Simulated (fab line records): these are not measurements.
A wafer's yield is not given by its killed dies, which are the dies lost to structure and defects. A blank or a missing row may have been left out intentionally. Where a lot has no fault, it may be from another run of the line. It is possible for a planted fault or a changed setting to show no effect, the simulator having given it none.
Chamber matching | flow nandHarc | rieDiel-10 running NHARC_A_STAIRCASE_TRIM_12: 4 sister chambers
The step chemistry O2, time 211.2 s. 4 wafers are shown with their chamber, then 8 later ones without.

## WAFERS, EACH WITH ITS CHAMBER
wafer  | chamber | showerheadPlenumPTorr (Torr)
L083.2 | 1       | 3.27
L086.1 | 3       | 3.61
L086.6 | 0       | 3.72
L091.1 | 2       | 3.41

## WAFERS WHOSE CHAMBER IS MISSING
wafer  | showerheadPlenumPTorr (Torr)
L091.2 | 3.60
L091.6 | 3.72
L092.1 | 3.60
L092.3 | 3.41
L092.5 | 3.41
L096.1 | 3.41
L096.3 | 3.71
L096.4 | 3.41

## CHAMBER TAKEN BY EACH
wafer  | from the rows above | in truth
L091.2 | 3                   | 3
L091.6 | 0                   | 0
L092.1 | 3                   | 3
L092.3 | 2                   | 2
L092.5 | 2                   | 2
L096.1 | 2                   | 2
L096.3 | 0                   | 0
L096.4 | 2                   | 2
Correct placement for 8 of the 8. Not placeable from these rows: 0. Placed wrongly: 0.
How it was worked out, from the rows above alone: a wafer's distance from a chamber is the root of the sum, over the readings, of the square of ((its reading less the chamber's mean) divided by the reading's scatter). The wafer belongs to the nearest chamber; if the next one is less than 2 further off, it can't be placed. A chamber's mean is the mean of its shown wafers. The scatter (one wafer shown for each chamber): square how far every hidden wafer sits from the nearest shown wafer, average those squares and take the square root.
